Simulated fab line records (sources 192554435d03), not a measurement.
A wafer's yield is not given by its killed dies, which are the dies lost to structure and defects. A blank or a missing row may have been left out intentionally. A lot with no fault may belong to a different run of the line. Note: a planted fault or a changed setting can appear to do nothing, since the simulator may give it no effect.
fab line records -- flow n5-finfet
[record] lots = 6, wafers = 18, last-day = 17
route steps=1938 shown BEOL_M1@819 BEOL_M4@1111 PASSIVATION@1936
lots that met no fault: taken from a fault-free run of the same line
start-h: start of the lot's first displayed wafer, in hours after the record's first day -- wait-h: hours from the lot's prior step to this one -- " same as the row above -- L1.1+2: a single row standing in for several wafers -- - no value, or no start given -- * or withheld: withheld -- < > ~ a bound
route shown NAME@n: a module of which the file shows steps, and the number in the route of the first -- usual: mean and standard deviation over wafers with no fault -- same: alike in all rows -- chamber/n: place in a boat -- sites: each site's reading -- _std_site: the standard deviation of these -- _edge_site: outer sites' mean less inner sites' -- radius-mm: for every site, how far away it sits from the centre of the wafer -- mask NAME#n: copy n -- behind: the most recent tool/chamber to have shaped the wafer -- hold: what put the lot on hold/how long, in hours/how the hold closed -- device: the transistor (n, p or np) that didn't switch -- end of line: the route-end tests of the same wafers -- a step with no rows: only its recipe -- killed: the dies lost at the first sort to structure and to defects; this is not the yield of the wafer -- map: a wafer's dies, marking killed ones x, the rest . and places with no die _
set.NAME: the run value of the setting; set.NAME@STEP: its run value at that earlier step -- model.NAME: the simulator's own value behind a step, which no gauge read
lots seen at some steps along the route; tables by step, rows by wafer
services: the hour from which a tool's chamber was out of use, counted from the record's first day as start-h (under 0 if before that day), plus the number of hours and why
[[steps]]
[step N5_BEOL_M1_ANNEAL_82]
[recipe] temp-c = 400, time-s = 240, ambient = vacuum
[step N5_BEOL_M1_SPUTTER_86]
[recipe] material = Cu, target-thk-a = 45, temp-c = -20, chamber-pressure-pa = 0.07, power-w = withheld, time-s = 8.29
[usual] throttle-valve-pct = 30.1/1.5
lot.wafer,tool,chamber,start-h,wait-h,throttle-valve-pct
L217.4,pvd-sputter-01,-,145.48,0.1,28.7
L217.5,pvd-sputter-01,-,145.48,0.1,28.3
L217.6,pvd-sputter-01,-,145.48,0.1,30.1
L223.3,pvd-sputter-02,-,173.61,0.1,27.7
L223.5,pvd-sputter-02,-,173.61,0.1,31.7
L223.6,pvd-sputter-02,-,173.61,0.1,27.7
L225.2,pvd-sputter-03,-,192.01,0.1,29.6
L225.3,pvd-sputter-03,-,192.01,0.1,31.8
L225.4,pvd-sputter-03,-,192.01,0.1,31.5
L232.2,pvd-sputter-03,-,230.51,0.1,28.9
L232.4,pvd-sputter-03,-,230.51,0.1,30.0
L232.6,pvd-sputter-03,-,230.51,0.1,31.9
L234.2,pvd-sputter-03,-,240.21,0.1,30.0
L234.5,pvd-sputter-03,-,240.21,0.1,28.9
L234.6,pvd-sputter-03,-,240.21,0.1,31.7
L237.3,pvd-sputter-03,-,259.76,0.1,29.7
L237.4,pvd-sputter-03,-,259.76,0.1,31.9
L237.6,pvd-sputter-03,-,259.76,0.1,28.9
[step N5_BEOL_M1_ANNEAL_87]
[recipe] temp-c = 400, time-s = 240, ambient = vacuum
[usual] heater-power-w = 876/74
lot.wafer,tool,chamber,start-h,wait-h,heater-power-w
L217.4,pvd-sputter-01,-,145.56,0.0,932
L217.5,pvd-sputter-01,-,145.56,0.0,694
L217.6,pvd-sputter-01,-,145.56,0.0,848
L223.3,pvd-sputter-02,-,173.69,0.0,933
L223.5,pvd-sputter-02,-,173.69,0.0,922
L223.6,pvd-sputter-02,-,173.69,0.0,938
L225.2,pvd-sputter-03,-,192.09,0.0,920
L225.3,pvd-sputter-03,-,192.09,0.0,909
L225.4,pvd-sputter-03,-,192.09,0.0,833
L232.2,pvd-sputter-03,-,230.59,0.0,761
L232.4,pvd-sputter-03,-,230.59,0.0,977
L232.6,pvd-sputter-03,-,230.59,0.0,930
L234.2,pvd-sputter-03,-,240.29,0.0,942
L234.5,pvd-sputter-03,-,240.29,0.0,784
L234.6,pvd-sputter-03,-,240.29,0.0,845
L237.3,pvd-sputter-03,-,259.84,0.0,953
L237.4,pvd-sputter-03,-,259.84,0.0,913
L237.6,pvd-sputter-03,-,259.84,0.0,768
[step N5_BEOL_M1_SPUTTER_88]
[recipe] material = Cu, target-thk-a = 45, temp-c = -20, chamber-pressure-pa = 0.07, power-w = withheld, time-s = 8.29
[step N5_BEOL_M1_ANNEAL_89]
[recipe] temp-c = 400, time-s = 240, ambient = vacuum
[step N5_BEOL_M1_SPUTTER_90]
[recipe] material = Cu, target-thk-a = 45, temp-c = -20, chamber-pressure-pa = 0.07, power-w = withheld, time-s = 8.29
[usual] throttle-valve-pct = 30.1/1.5
lot.wafer,tool,chamber,start-h,wait-h,throttle-valve-pct
L217.4,pvd-sputter-01,-,145.92,0.1,28.4
L217.5,pvd-sputter-01,-,145.92,0.1,28.3
L217.6,pvd-sputter-01,-,145.92,0.1,29.9
L223.3,pvd-sputter-02,-,174.05,0.1,27.8
L223.5,pvd-sputter-02,-,174.05,0.1,31.4
L223.6,pvd-sputter-02,-,174.05,0.1,27.5
L225.2,pvd-sputter-03,-,192.45,0.1,29.8
L225.3,pvd-sputter-03,-,192.45,0.1,32.1
L225.4,pvd-sputter-03,-,192.45,0.1,31.6
L232.2,pvd-sputter-03,-,230.95,0.1,29.2
L232.4,pvd-sputter-03,-,230.95,0.1,29.8
L232.6,pvd-sputter-03,-,230.95,0.1,32.0
L234.2,pvd-sputter-03,-,240.65,0.1,29.6
L234.5,pvd-sputter-03,-,240.65,0.1,29.0
L234.6,pvd-sputter-03,-,240.65,0.1,31.6
L237.3,pvd-sputter-03,-,260.20,0.1,29.6
L237.4,pvd-sputter-03,-,260.20,0.1,31.9
L237.6,pvd-sputter-03,-,260.20,0.1,28.9
[step N5_BEOL_M1_ANNEAL_91]
[recipe] temp-c = 400, time-s = 240, ambient = vacuum
[step N5_BEOL_M1_SPUTTER_92]
[recipe] material = Cu, target-thk-a = 45, temp-c = -20, chamber-pressure-pa = 0.07, power-w = withheld, time-s = 8.29
[step N5_BEOL_M1_ANNEAL_93]
[recipe] temp-c = 400, time-s = 240, ambient = vacuum
[step N5_BEOL_M1_SPUTTER_94]
[recipe] material = Cu, target-thk-a = 45, temp-c = -20, chamber-pressure-pa = 0.07, power-w = withheld, time-s = 8.29
[usual] throttle-valve-pct = 30.1/1.5
lot.wafer,tool,chamber,start-h,wait-h,throttle-valve-pct
L217.4,pvd-sputter-01,-,146.36,0.1,28.6
L217.5,pvd-sputter-01,-,146.36,0.1,28.2
L217.6,pvd-sputter-01,-,146.36,0.1,30.2
L223.3,pvd-sputter-02,-,174.49,0.1,27.7
L223.5,pvd-sputter-02,-,174.49,0.1,31.3
L223.6,pvd-sputter-02,-,174.49,0.1,27.9
L225.2,pvd-sputter-03,-,192.89,0.1,29.8
L225.3,pvd-sputter-03,-,192.89,0.1,32.0
L225.4,pvd-sputter-03,-,192.89,0.1,31.5
L232.2,pvd-sputter-03,-,231.39,0.1,29.0
L232.4,pvd-sputter-03,-,231.39,0.1,29.9
L232.6,pvd-sputter-03,-,231.39,0.1,31.9
L234.2,pvd-sputter-03,-,241.09,0.1,29.8
L234.5,pvd-sputter-03,-,241.09,0.1,29.0
L234.6,pvd-sputter-03,-,241.09,0.1,31.8
L237.3,pvd-sputter-03,-,260.64,0.1,29.3
L237.4,pvd-sputter-03,-,260.64,0.1,31.7
L237.6,pvd-sputter-03,-,260.64,0.1,29.1
[step N5_BEOL_M1_ANNEAL_95]
[recipe] temp-c = 400, time-s = 240, ambient = vacuum
[usual] heater-power-w = 876/74
lot.wafer,tool,chamber,start-h,wait-h,heater-power-w
L217.4,pvd-sputter-01,-,146.44,0.0,948
L217.5,pvd-sputter-01,-,146.44,0.0,695
L217.6,pvd-sputter-01,-,146.44,0.0,849
L223.3,pvd-sputter-02,-,174.57,0.0,921
L223.5,pvd-sputter-02,-,174.57,0.0,935
L223.6,pvd-sputter-02,-,174.57,0.0,949
L225.2,pvd-sputter-03,-,192.97,0.0,940
L225.3,pvd-sputter-03,-,192.97,0.0,902
L225.4,pvd-sputter-03,-,192.97,0.0,830
L232.2,pvd-sputter-03,-,231.47,0.0,792
L232.4,pvd-sputter-03,-,231.47,0.0,930
L232.6,pvd-sputter-03,-,231.47,0.0,888
L234.2,pvd-sputter-03,-,241.17,0.0,931
L234.5,pvd-sputter-03,-,241.17,0.0,786
L234.6,pvd-sputter-03,-,241.17,0.0,830
L237.3,pvd-sputter-03,-,260.72,0.0,959
L237.4,pvd-sputter-03,-,260.72,0.0,922
L237.6,pvd-sputter-03,-,260.72,0.0,790
[step N5_BEOL_M1_SPUTTER_96]
[recipe] material = Cu, target-thk-a = 45, temp-c = -20, chamber-pressure-pa = 0.07, power-w = withheld, time-s = 8.29
[step N5_BEOL_M1_ECD_50]
[recipe] material = Cu, target-thk-a = 3000
lot.wafer,tool,chamber,start-h,wait-h,model.Cu_of_BEOL_M1_ECD_50.thk-nm
L217.4,ecd-cu-02,0,146.72,0.1,299.4
L217.5,ecd-cu-02,1,146.72,0.1,298.8
L217.6,ecd-cu-02,0,146.72,0.1,297
L223.3,ecd-cu-01,1,174.85,0.1,185
L223.5,ecd-cu-01,0,174.85,0.1,302.4
L223.6,ecd-cu-01,1,174.85,0.1,299.8
L225.2,ecd-cu-01,0,193.23,0.1,298.6
L225.3,ecd-cu-01,0,193.23,0.1,180.8
L225.4,ecd-cu-01,1,193.23,0.1,298
L232.2,ecd-cu-02,0,231.74,0.1,294.6
L232.4,ecd-cu-02,0,231.74,0.1,294.2
L232.6,ecd-cu-02,0,231.74,0.1,299.4
L234.2,ecd-cu-02,0,241.42,0.1,298.8
L234.5,ecd-cu-02,0,241.42,0.1,296.2
L234.6,ecd-cu-02,1,241.42,0.1,299.4
L237.3,ecd-cu-01,0,261.00,0.1,299.6
L237.4,ecd-cu-01,1,261.00,0.1,300.2
L237.6,ecd-cu-01,0,261.00,0.1,298
[step N5_BEOL_M1_ANNEAL_51]
[recipe] temp-c = 225, time-s = 90, ambient = N2
[step N5_BEOL_M1_CMP_52]
[recipe] stop-on = SiOC, t-overpolish-s = 6.8, down-force-psi = 1, platen-rpm = 50, clearing-platen-down-force-psi = 1.5, clearing-platen-rpm = 50, post-cmp-clean = cu-alkaline, target-thk-nm = 40, clearing-platen-pad-velocity-m-s = 0.99484, pad-velocity-m-s = 0.99484
[usual] clearing-platen-rpm = 49.997/0.024, motor-current-A = 6.0/0.55, time-to-endpoint-s = 63.6/2.8
lot.wafer,tool,chamber,start-h,wait-h,clearing-platen-rpm,motor-current-A,time-to-endpoint-s
L217.4,cmp-04,1,147.15,0.2,49.988,5.6,67.7
L217.6,cmp-04,3,147.15,0.2,50.033,5.6,60.5
L217.5,cmp-04,0,147.15,0.2,50.007,5.3,61.8
L223.3,cmp-02,2,175.33,0.3,49.978,5.6,35.0
L223.5,cmp-02,3,175.33,0.3,49.972,6.2,62.2
L223.6,cmp-02,0,175.33,0.3,49.976,5.9,60.4
L225.4,cmp-03,3,193.66,0.2,49.984,7.0,62.3
L225.3,cmp-03,0,193.66,0.2,49.984,5.5,38.6
L225.2,cmp-03,1,193.66,0.2,50.017,6.2,65.4
L232.2,cmp-04,2,232.15,0.2,49.970,5.2,60.0
L232.4,cmp-04,3,232.15,0.2,50.034,6.2,61.7
L232.6,cmp-04,1,232.15,0.2,50.013,5.9,66.7
L234.2,cmp-03,1,241.93,0.3,49.993,6.3,65.0
L234.6,cmp-03,2,241.93,0.3,49.999,6.7,59.5
L234.5,cmp-03,3,241.93,0.3,50.004,6.9,59.7
L237.4,cmp-03,0,261.74,0.1,50.010,5.3,61.7
L237.3,cmp-03,1,261.74,0.1,50.024,6.4,62.2
L237.6,cmp-03,0,261.74,0.1,50.034,5.5,63.9
[step N5_BEOL_M1_THK_MEAS_53]
[recipe] thk-meas-gauge = xrf, reads = Cu_of_BEOL_M1_ECD_50
[usual] M1_THK = 40.2/1.7
lot.wafer,tool,chamber,start-h,wait-h,M1_THK[nm]
L217.4,film-metro-01,-,147.37,-,40.8
L217.5,film-metro-01,-,147.37,-,40.0
L217.6,film-metro-01,-,147.37,-,41.8
L223.3,film-metro-01,-,175.52,-,36.5
L223.5,film-metro-01,-,175.52,-,40.2
L223.6,film-metro-01,-,175.52,-,40.5
L225.2,film-metro-01,-,193.91,-,40.0
L225.3,film-metro-01,-,193.91,-,40.3
L225.4,film-metro-01,-,193.91,-,41.6
L232.2,film-metro-02,-,232.41,-,37.8
L232.4,film-metro-02,-,232.41,-,41.8
L232.6,film-metro-02,-,232.41,-,42.1
L234.2,film-metro-02,-,242.11,-,39.3
L234.5,film-metro-02,-,242.11,-,41.3
L234.6,film-metro-02,-,242.11,-,40.9
L237.3,film-metro-02,-,262.04,-,40.9
L237.4,film-metro-02,-,262.04,-,40.7
L237.6,film-metro-02,-,262.04,-,43.0
[step N5_BEOL_M4_RC_MEAS_101]
[usual] DIBL_N = 37.1/1.9, DIBL_P = 37.2/2.3, IOFF_N = 0.18/0.04, IOFF_P = 0.23/0.044, ION_N = 682/11, ION_P = 468/8.6, SS_N = 71.9/0.68, SS_P = 73.5/0.74, VT_N = 248/3.4, VT_P = -248/3.4
lot.wafer,tool,chamber,start-h,wait-h,DIBL_N[mV/V],DIBL_P[mV/V],IOFF_N[nA/um],IOFF_P[nA/um],ION_N[uA/um],ION_P[uA/um],SS_N[mV/dec],SS_P[mV/dec],VT_N[mV],VT_P[mV]
L217.4,prober-02,0,191.53,0.7,36.1,37.4,0.18,0.25,680,470,71.8,73.8,249,-248
L217.5,prober-02,0,191.53,0.7,34.6,35.3,0.14,0.21,666,466,71.7,73.4,253,-247
L217.6,prober-02,0,191.53,0.7,36.5,38.6,0.18,0.27,684,478,71.5,73.8,249,-245
L223.3,prober-01,0,212.99,0.3,35.9,36.9,0.17,0.24,690,474,71.9,73.0,249,-249
L223.5,prober-01,0,212.99,0.3,37.3,37.5,0.20,0.25,693,482,71.7,73.8,244,-244
L223.6,prober-01,0,212.99,0.3,37.6,38.9,0.23,0.27,705,477,72.3,73.9,242,-246
L225.2,prober-01,0,226.36,0.2,34.4,36.7,0.15,0.18,683,470,71.2,73.1,252,-253
L225.3,prober-01,0,226.36,0.2,35.2,36.9,0.14,0.18,675,462,71.4,72.7,253,-254
L225.4,prober-01,0,226.36,0.2,35.6,38.5,0.16,0.20,686,469,71.0,74.2,249,-252
L232.2,prober-02,0,265.80,0.2,36.7,37.1,0.16,0.21,698,477,71.9,73.5,249,-251
L232.4,prober-02,0,265.80,0.2,36.0,35.5,0.14,0.19,677,462,71.0,73.0,251,-252
L232.6,prober-02,0,265.80,0.2,37.8,38.8,0.18,0.23,687,474,72.7,73.9,247,-250
L234.2,prober-01,0,276.37,0.2,37.3,36.2,0.18,0.19,671,449,72.3,73.6,248,-254
L234.5,prober-01,0,276.37,0.2,37.9,37.8,0.19,0.21,674,458,71.9,73.8,248,-254
L234.6,prober-01,0,276.37,0.2,36.8,35.0,0.16,0.18,662,448,72.9,73.7,251,-254
L237.3,prober-01,0,295.12,0.3,34.1,35.1,0.15,0.22,681,469,71.5,73.1,248,-245
L237.4,prober-01,0,295.12,0.3,37.2,37.9,0.20,0.26,678,460,73.0,73.6,248,-246
L237.6,prober-01,0,295.12,0.3,35.9,37.0,0.18,0.25,687,474,71.4,73.4,249,-245
[step N5_PASSIVATION_PROBE_49]
[usual] defect-limited-yield = 91.5/1.4, killed_at_M0_to_M3 = 32/9.7, killed_at_M4_up = 14/5.3, killed-at-contacts = 11/6, killed-at-front-end = 39/14, killed-at-other = 3.3/2.7, killed-dies = 100/17, killed-on-rim = 14/4, killed-open = 66/13, killed-short = 32/7.4, sort_bin_5_function = 4.9/0.9, sort_bin_6_memory = 3.2/0.72, sort-n-pass = 1080/17, sort-yield-pct = 91.5/1.4
[same] gross-dies = 1180, killed-at-back-side = 0, sort_bin_4_leakage[%] = 0, sort_bin_8_speed[%] = 0
lot.wafer,tool,chamber,start-h,wait-h,defect-limited-yield[%],killed_at_M0_to_M3,killed_at_M4_up,killed-at-contacts,killed-at-front-end,killed-at-other,killed-dies,killed-on-rim,killed-open,killed-short,sort_bin_5_function[%],sort_bin_6_memory[%],sort-n-pass,sort-yield-pct[%]
L234.2,prober-02,-,377.50,0.1,90.8,28,17,21,42,1,109,14,62,47,4.6,4.2,1071,90.8
L234.5,prober-02,-,377.65,0.2,91.9,31,8,20,36,1,96,17,67,29,4.8,2.9,1084,91.9
L234.6,prober-02,-,377.70,0.3,90.2,26,17,10,59,4,116,18,75,38,6.0,3.3,1064,90.2
L237.3,prober-01,-,398.51,0.1,90.1,35,9,9,57,7,117,16,70,41,6.8,2.5,1063,90.1
L237.4,prober-01,-,398.56,0.2,92.8,29,9,9,37,1,85,14,56,27,4.3,2.7,1095,92.8
L237.6,prober-01,-,398.66,0.3,89.5,34,14,8,65,3,124,22,81,35,5.8,3.9,1056,89.5
// killed by level:class
L234.2 MOL_CONTACT_COAG:geometric-particle:open=15 FIN_SAQP:geometric-particle:short=13 STI_FIN_REVEAL:geometric-particle:open=7 BEOL_M4:geometric-particle:open=7 BEOL_M1:geometric-particle:short=7 BEOL_M2:geometric-particle:open=7 MOL_CONTACT_COAG:geometric-particle:short=6 BEOL_M0_SAQP:geometric-particle:short=6
L234.5 MOL_CONTACT_COAG:geometric-particle:open=17 STI_FIN_REVEAL:geometric-particle:open=14 FIN_SAQP:geometric-particle:short=9 FIN_SAQP:geometric-particle:open=8 BEOL_M1:geometric-particle:short=7 BEOL_M2:geometric-particle:open=7 BEOL_M1:geometric-particle:open=5 BEOL_M0_SAQP:geometric-particle:short=3
L234.6 STI_FIN_REVEAL:geometric-particle:open=18 FIN_SAQP:geometric-particle:short=9 MOL_CONTACT_COAG:geometric-particle:open=9 FIN_SAQP:geometric-particle:open=8 BEOL_M1:geometric-particle:open=6 BEOL_M2:geometric-particle:open=5 DUMMY_GATE:geometric-particle:open=4 GATE_CUT:geometric-particle:short=4
L237.3 GATE_CUT:geometric-particle:short=11 FIN_SAQP:geometric-particle:open=9 BEOL_M0_SAQP:geometric-particle:open=9 BEOL_M3:geometric-particle:open=8 GATE_CUT:geometric-particle:open=7 BEOL_M2:geometric-particle:open=7 STARTING-WAFER:geometric-particle:open=6 MOL_CONTACT_COAG:geometric-particle:open=5
L237.4 STI_FIN_REVEAL:geometric-particle:open=8 BEOL_M2:geometric-particle:open=8 BEOL_M3:geometric-particle:open=7 MOL_CONTACT_COAG:geometric-particle:open=6 ILD0:geometric-particle:short=5 BEOL_M0_SAQP:geometric-particle:short=5 FIN_SAQP:geometric-particle:short=4 FIN_SAQP:geometric-particle:open=4
L237.6 BEOL_M0_SAQP:geometric-particle:open=10 FIN_SAQP:geometric-particle:open=9 BEOL_M0_SAQP:geometric-particle:short=9 FIN_SAQP:geometric-particle:short=7 STI_FIN_REVEAL:geometric-particle:open=7 GATE_CUT:geometric-particle:open=7 ILD0:geometric-particle:open=6 ILD0:geometric-particle:short=6
[[services]]
tool,chamber,start-h,hours,kind
ecd-cu-01,-,123.85,0.3,repair
pvd-sputter-03,-,139.16,3.7,repair
cmp-04,-,158.74,3.8,repair
cmp-02,-,178.01,4.0,pm
ecd-cu-02,-,179.17,5.5,pm
cmp-02,-,182.01,-,consumable-replace:conditioner
cmp-02,-,182.01,-,consumable-replace:pad
cmp-03,-,184.14,4.0,pm
cmp-03,-,188.14,-,consumable-replace:conditioner
cmp-03,-,188.14,-,consumable-replace:pad
cmp-02,-,210.96,1.2,repair
cmp-04,-,219.35,4.8,pm
cmp-04,-,230.39,0.8,repair
cmp-04,-,244.50,5.0,repair
cmp-02,-,256.81,4.4,pm
[[key]]
[first-sign] step = N5_BEOL_M1_CMP_52, reading = time-to-endpoint-s, direction = down, sigmas = 9.6, usual = *, struck = *
effect none on later readings
[model-effect] step = N5_BEOL_M1_ECD_50, value = Cu_of_BEOL_M1_ECD_50.thk-nm, without = 300.8, struck = 182.9
met-at N5_BEOL_M1_ECD_50
struck-wafers L223.3,L225.3
[baseline-loss] step = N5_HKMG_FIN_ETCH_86, wafers = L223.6
[fault] kind = process-parameter-drift, tool = ecd-cu-01, chamber = -, onset-h = 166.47, steps = N5_BEOL_M1_ECD_50, channel = target-thk-a, offset = *, shape = step, end-h = 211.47, scope = struck-wafers-only, acts-in = *, stated = *
// baseline-loss: these wafers lose ten dies or more at that step, a loss of the line's own and not of a fault; the sort's usual values leave them out
